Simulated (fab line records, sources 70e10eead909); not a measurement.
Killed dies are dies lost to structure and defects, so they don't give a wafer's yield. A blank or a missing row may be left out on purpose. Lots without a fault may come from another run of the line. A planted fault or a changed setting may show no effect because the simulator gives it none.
Chamber matching | flow nand_harc | NHARC_A_CONTACT_ETCH_77 on rie_diel-12: 4 sister chambers
The step etches the open film in CF4/CHF3, target depth 108.9 nm, time 54.5 s. 4 wafers are shown with their chamber, then 7 later ones without.

WAFERS WITH THEIR CHAMBER
wafer  | chamber | rf_fwd_power_W (W)
L752.1 | 1       | 495.7
L755.4 | 2       | 490.0
L766.3 | 0       | 497.6
L766.4 | 3       | 496.5

WAFERS WITHOUT THEIR CHAMBER
wafer  | rf_fwd_power_W (W)
L766.6 | 499.0
L769.1 | 497.6
L769.4 | 496.3
L769.5 | 494.8
L771.2 | 496.8
L771.4 | 493.1
L771.5 | 495.1

WHICH CHAMBER EACH WENT THROUGH
wafer  | from the rows above               | in truth
L766.6 | can't be placed: 0 or 3 or 1      | 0
L769.1 | can't be placed: 0 or 3 or 1      | 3
L769.4 | can't be placed: 3 or 1 or 0      | 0
L769.5 | can't be placed: 1 or 3 or 0      | 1
L771.2 | can't be placed: 3 or 0 or 1      | 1
L771.4 | can't be placed: 1 or 2 or 3 or 0 | 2
L771.5 | can't be placed: 1 or 3 or 0      | 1
Placed correctly: 0 of 7. Can't be placed from these rows: 7 (the true chamber is among the candidates in 7). Placed wrongly: 0.
How it was worked out, from the rows above alone: a wafer's distance from a chamber is the root of the sum, over the readings, of the square of ((its reading less the chamber's mean) divided by the reading's scatter). The wafer belongs to the nearest chamber; if the next one is less than 2 further off, it can't be placed. A chamber's mean is the mean of its shown wafers. The scatter: with one shown wafer a chamber, the root of the mean of the squares of how far each hidden wafer lies from its nearest shown one.
